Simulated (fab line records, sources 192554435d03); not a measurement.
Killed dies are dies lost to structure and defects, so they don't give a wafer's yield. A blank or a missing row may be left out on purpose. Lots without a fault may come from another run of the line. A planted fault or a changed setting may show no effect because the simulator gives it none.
Which tool did it? | flow n5_finfet | 12 lots, 36 wafers sampled, at 6 steps of a route of 1938

WHAT THE GAUGES READ, wafer by wafer
N5_BEOL_M5_RS_MEAS_57: measures by four-point-probe.
lot  | measured     | on            | M5_RS (ohm/sq)
L076 | day 8 12:18  | film_metro-02 | 0.388 0.392 0.400
L077 | day 9 12:45  | film_metro-01 | 0.381 0.395 0.372
L078 | day 9 19:50  | film_metro-01 | 0.368 0.388 0.361
L080 | day 10 02:05 | film_metro-02 | 0.394 0.392 0.382
L083 | day 10 14:01 | film_metro-02 | 0.388 0.377 0.401
L085 | day 11 03:24 | film_metro-01 | 0.366 0.376 0.394
L088 | day 11 17:13 | film_metro-01 | 0.379 0.406 0.374
L089 | day 12 09:29 | film_metro-02 | 0.378 0.391 0.376
L091 | day 12 14:31 | film_metro-02 | 0.407 0.361 0.385
L093 | day 12 23:51 | film_metro-02 | 0.376 0.371 0.368
L095 | day 13 14:01 | film_metro-01 | 0.394 0.383 0.374
L097 | day 14 10:47 | film_metro-01 | 0.398 0.390 0.375

WHICH TOOL RAN EACH LOT (tool, then ch and the chambers of the sampled wafers, then the start)
lot  | N5_BEOL_M5_ETCH_61                 | N5_BEOL_M5_ETCH_41                            | N5_BEOL_M5_STRIP_91                           | N5_BEOL_M5_CURE_80            | N5_BEOL_M5_PRE_CLEAN_45
L076 | rie_diel-02 ch 0,2, day 8 03:43    | rie_diel-02 ch 0,2,3, day 8 05:50 or earlier  | rie_diel-02 ch 0,2,3, day 8 05:50 or earlier  | uv_cure-02 ch 0, day 8 05:50  | pvd_sputter-01, day 8 06:16
L077 | rie_diel-04 ch 0,1,2, day 9 04:20  | rie_diel-04 ch 2,3, day 9 05:59 or earlier    | rie_diel-04 ch 2,3, day 9 05:59 or earlier    | uv_cure-03 ch 0, day 9 05:59  | pvd_sputter-01, day 9 06:31
L078 | rie_diel-01 ch 0,2, day 9 11:55    | rie_diel-01 ch 0,3, day 9 13:22 or earlier    | rie_diel-01 ch 0,3, day 9 13:22 or earlier    | uv_cure-02 ch 2, day 9 13:22  | pvd_sputter-02, day 9 13:48
L080 | rie_diel-01 ch 0,1,3, day 9 14:24  | rie_diel-02 ch 0,1, day 9 17:51 or earlier    | rie_diel-02 ch 0,1, day 9 17:51 or earlier    | uv_cure-02 ch 2, day 9 17:51  | pvd_sputter-02, day 9 18:40
L083 | rie_diel-01 ch 0,1,2, day 10 05:41 | rie_diel-02 ch 0,1,2, day 10 07:23 or earlier | rie_diel-02 ch 0,1,2, day 10 07:23 or earlier | uv_cure-03 ch 0, day 10 07:23 | pvd_sputter-03, day 10 07:52
L085 | rie_diel-01 ch 0,1,2, day 10 18:08 | rie_diel-04 ch 1,2,3, day 10 19:34 or earlier | rie_diel-04 ch 1,2,3, day 10 19:34 or earlier | uv_cure-02 ch 0, day 10 19:34 | pvd_sputter-01, day 10 20:00
L088 | rie_diel-04 ch 0,1, day 11 07:24   | rie_diel-02 ch 1,3, day 11 10:43 or earlier   | rie_diel-02 ch 1,3, day 11 10:43 or earlier   | uv_cure-03 ch 2, day 11 10:43 | pvd_sputter-03, day 11 11:08
L089 | rie_diel-04 ch 1,2,3, day 12 00:28 | rie_diel-02 ch 0,2,3, day 12 02:31 or earlier | rie_diel-02 ch 0,2,3, day 12 02:31 or earlier | uv_cure-02 ch 2, day 12 02:31 | pvd_sputter-02, day 12 03:16
L091 | rie_diel-02 ch 0,2, day 12 03:04   | rie_diel-04 ch 1,2,3, day 12 06:02 or earlier | rie_diel-04 ch 1,2,3, day 12 06:02 or earlier | uv_cure-03 ch 2, day 12 06:02 | pvd_sputter-01, day 12 08:34
L093 | rie_diel-02 ch 0,1,2, day 12 14:19 | rie_diel-04 ch 1,2, day 12 17:17 or earlier   | rie_diel-04 ch 1,2, day 12 17:17 or earlier   | uv_cure-03 ch 2, day 12 17:17 | pvd_sputter-02, day 12 17:37
L095 | rie_diel-01 ch 1,3, day 13 06:10   | rie_diel-01 ch 0,2, day 13 07:43 or earlier   | rie_diel-01 ch 0,2, day 13 07:43 or earlier   | uv_cure-03 ch 0, day 13 07:43 | pvd_sputter-03, day 13 08:05
L097 | rie_diel-04 ch 0,2, day 14 02:14   | rie_diel-02 ch 1,3, day 14 03:56 or earlier   | rie_diel-02 ch 1,3, day 14 03:56 or earlier   | uv_cure-02 ch 0, day 14 03:56 | pvd_sputter-02, day 14 04:46
- N5_BEOL_M5_ETCH_61: etches SiARC in CF4, target depth 15.6 nm, time 26 s.
- N5_BEOL_M5_ETCH_41: etches SiCN in CH3F/O2, target depth 31.5 nm, time 56.7 s.
- N5_BEOL_M5_STRIP_91: strips in N2/H2, time 10 s.
- N5_BEOL_M5_CURE_80: cures SiCOH lowk, time 120 s.
- N5_BEOL_M5_PRE_CLEAN_45: time 30 s.

THE ANSWER, worked out from the rows above alone
Rule: what is usual is taken from the lots themselves. Put in order of their means at a reading, lots are off if they are a third of the lots or fewer, leave a main group of 4 or more, and stand apart from it by a gap of 3 or more times the standard deviation of the main group's means; of several such gaps the widest counts. A main group whose means are all the same, to the digits that the tables above print for the reading, isn't used. A lot without any number at a reading at which 4 lots or more have one is off too. The other lots that the step has rows for count as sound.
No lot is off at any reading shown: from this, nothing can be told.

WHAT THE SIMULATOR HAD PUT IN
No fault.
